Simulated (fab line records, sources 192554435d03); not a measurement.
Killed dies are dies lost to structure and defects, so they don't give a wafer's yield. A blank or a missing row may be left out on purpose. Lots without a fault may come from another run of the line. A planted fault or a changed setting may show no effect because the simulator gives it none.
One fault seen from 2 desks | flow n5_finfet | each desk has only its own numbers; what lay behind them comes last

THE TOOL OWNER'S DESK: ald_metal-02
The tool's own readings at N5_HKMG_FIN_ALD_91 (deposits TiN, target thk 1 nm, pulse time 1 s, purge time 3 s): means of the sampled wafers that have a number, for each lot that ran on this tool. A lot is out of limits, marked OUT, if its mean lies more than 4 standard deviations from the usual mean; the brackets give that distance.
Columns: A = heater_power_w at N5_HKMG_FIN_ALD_91, usual 864 W; B = precursor_pulse_height_rel at N5_HKMG_FIN_ALD_91, usual 1.001
lot  | first seen here | A   | B
L132 | day 4 05:07     | 886 | 0.986
L135 | day 5 01:49     | 920 | 0.994
L137 | day 5 10:16     | 902 | 1.000
L136 | day 5 12:22     | 887 | 1.003
L141 | day 6 13:26     | 860 | 0.988
L143 | day 7 02:00     | 901 | 0.998
This desk's finding: nothing out of limits on any of the 6 lots.

THE METROLOGY DESK
What the gauges read, lot by lot, whatever tool the lot ran on: means of the sampled wafers that have a number. A lot is out of limits, marked OUT, if its mean lies more than 4 standard deviations from the usual mean; the brackets give that distance.
Columns: A = cd_nm at N5_PASSIVATION_CD_MEAS_30, usual 4000.1 nm
lot  | first seen here | A
L132 | day 12 01:41    | 3998.2
L134 | day 13 04:56    | 3999.1
L135 | day 13 09:31    | 4001.3
L136 | day 13 22:59    | 3999.5
L137 | day 14 01:02    | 4002.2
L141 | day 14 19:29    | 3997.7
L143 | day 15 13:27    | 4000.2
L148 | day 16 19:16    | 3998.1
L149 | day 16 19:42    | 3999.2
L153 | day 18 03:47    | 4000.6
L154 | day 18 12:43    | 4000.9
L155 | day 19 06:16    | 3999.7
This desk's finding: nothing out of limits on any of the 12 lots.

PUT TOGETHER
The tool owner's desk saw nothing out of limits.
The metrology desk saw nothing out of limits.

WHAT THE SIMULATOR HAD PUT IN
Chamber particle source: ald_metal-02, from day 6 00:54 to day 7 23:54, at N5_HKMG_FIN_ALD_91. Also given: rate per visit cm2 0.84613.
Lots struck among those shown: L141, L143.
